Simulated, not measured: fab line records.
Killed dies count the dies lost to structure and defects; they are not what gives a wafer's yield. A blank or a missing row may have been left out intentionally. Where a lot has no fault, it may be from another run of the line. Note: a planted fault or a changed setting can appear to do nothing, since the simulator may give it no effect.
Chamber matching :: flow n5 finfet :: 4 sister chambers for N5_BEOL_M11_VIA_ETCH_34 on rie diel-02
The step etches SiCOH lowk in C4F6/O2, target depth 184.5 nm, time 69.2 s. 18 wafers are shown with their chamber, then 9 later ones without.

WAFERS WITH THEIR CHAMBER
wafer: L074.1
chamber: 0
rf vpp V (V): 649
throttle valve pct (%): 21.4
showerhead plenum p Torr (Torr): 2.83

wafer: L074.3
chamber: 2
rf vpp V (V): 677
throttle valve pct (%): 20.6
showerhead plenum p Torr (Torr): 2.79

wafer: L074.5
chamber: 0
rf vpp V (V): 651
throttle valve pct (%): 21.4
showerhead plenum p Torr (Torr): 2.83

wafer: L077.1
chamber: 2
rf vpp V (V): 677
throttle valve pct (%): 20.6
showerhead plenum p Torr (Torr): 2.79

wafer: L077.3
chamber: 0
rf vpp V (V): 651
throttle valve pct (%): 21.4
showerhead plenum p Torr (Torr): 2.83

wafer: L077.5
chamber: 0
rf vpp V (V): 650
throttle valve pct (%): 21.4
showerhead plenum p Torr (Torr): 2.83

wafer: L078.2
chamber: 3
rf vpp V (V): 678
throttle valve pct (%): 21.5
showerhead plenum p Torr (Torr): 2.76

wafer: L078.4
chamber: 0
rf vpp V (V): 649
throttle valve pct (%): 21.4
showerhead plenum p Torr (Torr): 2.83

wafer: L078.5
chamber: 1
rf vpp V (V): 639
throttle valve pct (%): 20.6
showerhead plenum p Torr (Torr): 2.75

wafer: L081.2
chamber: 2
rf vpp V (V): 677
throttle valve pct (%): 20.4
showerhead plenum p Torr (Torr): 2.79

wafer: L081.4
chamber: 1
rf vpp V (V): 639
throttle valve pct (%): 20.6
showerhead plenum p Torr (Torr): 2.75

wafer: L081.5
chamber: 3
rf vpp V (V): 679
throttle valve pct (%): 21.5
showerhead plenum p Torr (Torr): 2.75

wafer: L082.2
chamber: 2
rf vpp V (V): 676
throttle valve pct (%): 20.4
showerhead plenum p Torr (Torr): 2.79

wafer: L082.4
chamber: 3
rf vpp V (V): 679
throttle valve pct (%): 21.5
showerhead plenum p Torr (Torr): 2.75

wafer: L082.6
chamber: 1
rf vpp V (V): 639
throttle valve pct (%): 20.6
showerhead plenum p Torr (Torr): 2.75

wafer: L085.3
chamber: 3
rf vpp V (V): 677
throttle valve pct (%): 21.6
showerhead plenum p Torr (Torr): 2.75

wafer: L085.5
chamber: 1
rf vpp V (V): 640
throttle valve pct (%): 20.6
showerhead plenum p Torr (Torr): 2.74

wafer: L085.6
chamber: 0
rf vpp V (V): 649
throttle valve pct (%): 21.4
showerhead plenum p Torr (Torr): 2.82

SIGNATURES, as means of the wafers listed above
reading: rf vpp V
chamber 0: 649.83
chamber 1: 639.25
chamber 2: 676.75
chamber 3: 678.25
scatter within a chamber: 0.805

reading: throttle valve pct
chamber 0: 21.400
chamber 1: 20.600
chamber 2: 20.500
chamber 3: 21.525
scatter within a chamber: 0.0582

reading: showerhead plenum p Torr
chamber 0: 2.8283
chamber 1: 2.7475
chamber 2: 2.7900
chamber 3: 2.7525
scatter within a chamber: 0.00408
Rule: for a wafer and a chamber, the distance is found by dividing, reading by reading, the gap between the wafer's reading and the chamber's mean by the reading's scatter, squaring, summing and taking the root. If the next closest chamber is less than 2 further off than the closest, the wafer can't be placed; otherwise it belongs to the closest. The scatter is the square root of a quotient: the sum, over the shown wafers, of each reading's squared deviation from its chamber's mean, divided by wafers minus chambers.

WAFERS WITH NO CHAMBER GIVEN
wafer: L087.2
rf vpp V (V): 638
throttle valve pct (%): 20.6
showerhead plenum p Torr (Torr): 2.74

wafer: L087.4
rf vpp V (V): 676
throttle valve pct (%): 20.4
showerhead plenum p Torr (Torr): 2.78

wafer: L087.6
rf vpp V (V): 678
throttle valve pct (%): 21.6
showerhead plenum p Torr (Torr): 2.75

wafer: L086.1
rf vpp V (V): 675
throttle valve pct (%): 20.4
showerhead plenum p Torr (Torr): 2.78

wafer: L086.2
rf vpp V (V): 649
throttle valve pct (%): 21.4
showerhead plenum p Torr (Torr): 2.82

wafer: L086.5
rf vpp V (V): 638
throttle valve pct (%): 20.6
showerhead plenum p Torr (Torr): 2.74

wafer: L090.1
rf vpp V (V): 636
throttle valve pct (%): 20.7
showerhead plenum p Torr (Torr): 2.74

wafer: L090.5
rf vpp V (V): 650
throttle valve pct (%): 21.4
showerhead plenum p Torr (Torr): 2.82

wafer: L090.6
rf vpp V (V): 637
throttle valve pct (%): 20.7
showerhead plenum p Torr (Torr): 2.74

WHICH CHAMBER EACH ONE RAN IN
wafer: L087.2
from the rows above: 1
in truth: 1

wafer: L087.4
from the rows above: 2
in truth: 2

wafer: L087.6
from the rows above: 3
in truth: 3

wafer: L086.1
from the rows above: 2
in truth: 2

wafer: L086.2
from the rows above: 0
in truth: 0

wafer: L086.5
from the rows above: 1
in truth: 1

wafer: L090.1
from the rows above: 1
in truth: 1

wafer: L090.5
from the rows above: 0
in truth: 0

wafer: L090.6
from the rows above: 1
in truth: 1
Correctly placed: 9 of 9. Number that these rows cannot place: 0. Wrongly placed: 0.
